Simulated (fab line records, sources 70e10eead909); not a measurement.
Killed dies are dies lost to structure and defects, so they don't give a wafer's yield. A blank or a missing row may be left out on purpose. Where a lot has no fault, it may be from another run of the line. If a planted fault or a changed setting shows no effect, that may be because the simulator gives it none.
A struck lot beside a sound one | flow nand-harc | 44 out of 1159 route steps
Sound: wafers L815.1, L815.4, L815.5. Struck: wafer L830.5 (left out: L830.3, L830.6 of the same lot, which were not struck); the cause appears at the end.
Each step with rows lists, per side, the tool, then ch with its chambers, then its first start. Under that, the readings that differ: sound wafers | struck wafers | difference of the means | sigmas: that difference in standard deviations of wafers without a fault.
alike: words and numbers the same on both sides, and readings whose means are apart by under 2 such deviations; not compared: readings that were withheld, readings missing a value for some wafer, numbers with overlapping values and no deviation given by the record, and bounds like >300 which may hide the same value.
A row with sigmas, a row that says differs or no value, or rows on one side alone: a step with any of these is where the two part. Numbers that have no deviation but don't overlap get no sigmas and don't part them. Lack of a reading on every wafer of one side parts them only where that side has two or more wafers.

first, 7 steps without rows for these wafers: NHARC_P_GATE_HMDS_39 (time 30 s); NHARC_P_GATE_COAT_40; NHARC_P_GATE_SOFTBAKE_41 (time 95 s); NHARC_P_GATE_EBR_42; NHARC_P_GATE_EXPOSE_43 (exposes mask P NSD, target cd 720 nm); NHARC_P_GATE_PEB_44 (peb time 85 s); NHARC_P_GATE_DEVELOP_45 (time 70 s).
NHARC_P_GATE_CD_MEAS_46: target cd 720 nm.
  sound on cd-sem-01 ch 0, day 5 08:19; struck on cd-sem-02 ch 0, day 9 05:19
  reading    | sound             | struck | difference | sigmas
  cd-nm (nm) | 717.1 717.9 717.7 | 721.4  | +3.8       | +2
then, 1 step without rows for these wafers: NHARC_P_GATE_HARDBAKE_47 (time 80 s).
NHARC_P_GATE_DESCUM_48: chemistry O2, time 3 s.
  sound on rie-diel-04 ch 2,3, day 5 08:36; struck on rie-diel-06 ch 3, day 9 05:30
  alike: drypump-motor-current-A, oes-product-au, rf-vpp-V, showerhead-plenum-p-Torr, throttle-valve-pct
  not compared: rf-hours-counter-h
then, 2 steps without rows for these wafers: NHARC_P_GATE_IMPLANT_49; NHARC_P_GATE_STRIP_111 (strips in N2/H2, time 250 s).
NHARC_P_GATE_STRIP_75: strips in O2.
  sound on plasma-asher-02 ch 0,1, day 5 09:16; struck on plasma-asher-01 ch 0, day 9 06:11
  alike: drypump-motor-current-A, heater-power-w
  not compared: rf-hours-counter-h
then, 9 steps without rows for these wafers: NHARC_P_GATE_STRIP_50 (strips in SPM, time 900 s); NHARC_P_GATE_DEHYDRATE_51 (time 120 s); NHARC_P_GATE_HMDS_52 (time 30 s); NHARC_P_GATE_COAT_53; NHARC_P_GATE_SOFTBAKE_54 (time 95 s); NHARC_P_GATE_EBR_55; NHARC_P_GATE_EXPOSE_56 (exposes mask P PSD, target cd 720 nm); NHARC_P_GATE_PEB_57 (peb time 85 s); NHARC_P_GATE_DEVELOP_58 (time 70 s).
NHARC_P_GATE_CD_MEAS_59: target cd 720 nm.
  sound on cd-sem-01 ch 0, day 5 10:11; struck on cd-sem-01 ch 0, day 9 07:05
  reading    | sound             | struck | difference | sigmas
  cd-nm (nm) | 721.0 721.4 723.3 | 718.5  | -3.4       | -2
then, 1 step without rows for these wafers: NHARC_P_GATE_HARDBAKE_60 (time 80 s).
NHARC_P_GATE_DESCUM_61: chemistry O2, time 3 s.
  sound on rie-diel-04 ch 1,2,3, day 5 10:25; struck on rie-diel-13 ch 0, day 9 07:15
  alike: drypump-motor-current-A, oes-product-au, rf-vpp-V, showerhead-plenum-p-Torr, throttle-valve-pct
  not compared: rf-hours-counter-h
then, 1 step without rows for these wafers: NHARC_P_GATE_IMPLANT_62.
NHARC_P_GATE_STRIP_112: strips in N2/H2, time 200 s.
  sound on plasma-asher-02 ch 1, day 5 10:52; struck on plasma-asher-01 ch 0, day 9 07:45
  reading                     | sound          | struck | difference | sigmas
  drypump-motor-current-A (A) | 5.74 5.70 5.78 | 5.10   | -0.64      | -2
  alike: heater-power-w
  not compared: rf-hours-counter-h
NHARC_P_GATE_STRIP_76: strips in O2.
  sound on plasma-asher-02 ch 1, day 5 11:08; struck on plasma-asher-01 ch 0, day 9 07:55
  reading                     | sound          | struck | difference | sigmas
  drypump-motor-current-A (A) | 5.78 5.74 5.79 | 5.09   | -0.68      | -2
  alike: heater-power-w
  not compared: rf-hours-counter-h
then, 9 steps without rows for these wafers: NHARC_P_GATE_STRIP_63 (strips in SPM, time 900 s); NHARC_P_GATE_DEHYDRATE_83 (time 120 s); NHARC_P_GATE_HMDS_84 (time 30 s); NHARC_P_GATE_COAT_85; NHARC_P_GATE_SOFTBAKE_86 (time 95 s); NHARC_P_GATE_EBR_87; NHARC_P_GATE_EXPOSE_88 (exposes mask P HVN, target cd 2000 nm); NHARC_P_GATE_PEB_89 (peb time 85 s); NHARC_P_GATE_DEVELOP_90 (time 70 s).
NHARC_P_GATE_CD_MEAS_91: target cd 2000 nm.
  sound on cd-sem-03 ch 0, day 5 12:04; struck on cd-sem-02 ch 0, day 9 08:41
  reading    | sound                | struck | difference | sigmas
  cd-nm (nm) | 1999.9 1997.8 1999.2 | 2002.8 | +3.8       | +2
then, 1 step without rows for these wafers: NHARC_P_GATE_HARDBAKE_92 (time 80 s).
NHARC_P_GATE_DESCUM_93: chemistry O2, time 3 s.
  sound on rie-diel-13 ch 0,2,3, day 5 12:15; struck on rie-diel-04 ch 0, day 9 08:50
  alike: drypump-motor-current-A, oes-product-au, rf-vpp-V, showerhead-plenum-p-Torr, throttle-valve-pct
  not compared: rf-hours-counter-h
then, 2 steps without rows for these wafers: NHARC_P_GATE_IMPLANT_94; NHARC_P_GATE_STRIP_113 (strips in N2/H2, time 740 s).
NHARC_P_GATE_INSPECT_68:
  sound: defect-inspect-01 at day 5 15:13; struck: defect-inspect-02 at day 9 11:54
  reading          | sound       | struck | difference | sigmas
  raw-defect-count | 168 115 138 | 505    | +365       | +4
-- record jumps: 16 days between struck wafers' starts before vs after; left off in module P_GATE, resumes in module END, first step shown is number 1159 of the route --
NHARC_END_SORT_01:
  only the struck wafers appear in the record here, on prober-02 ch 0 at day 25 02:59; the sound ones have no rows

== WHERE THEY PART ==
At NHARC_P_GATE_CD_MEAS_46 first; at NHARC_END_SORT_01 last (within this record only).

WHY: what the simulator had put in
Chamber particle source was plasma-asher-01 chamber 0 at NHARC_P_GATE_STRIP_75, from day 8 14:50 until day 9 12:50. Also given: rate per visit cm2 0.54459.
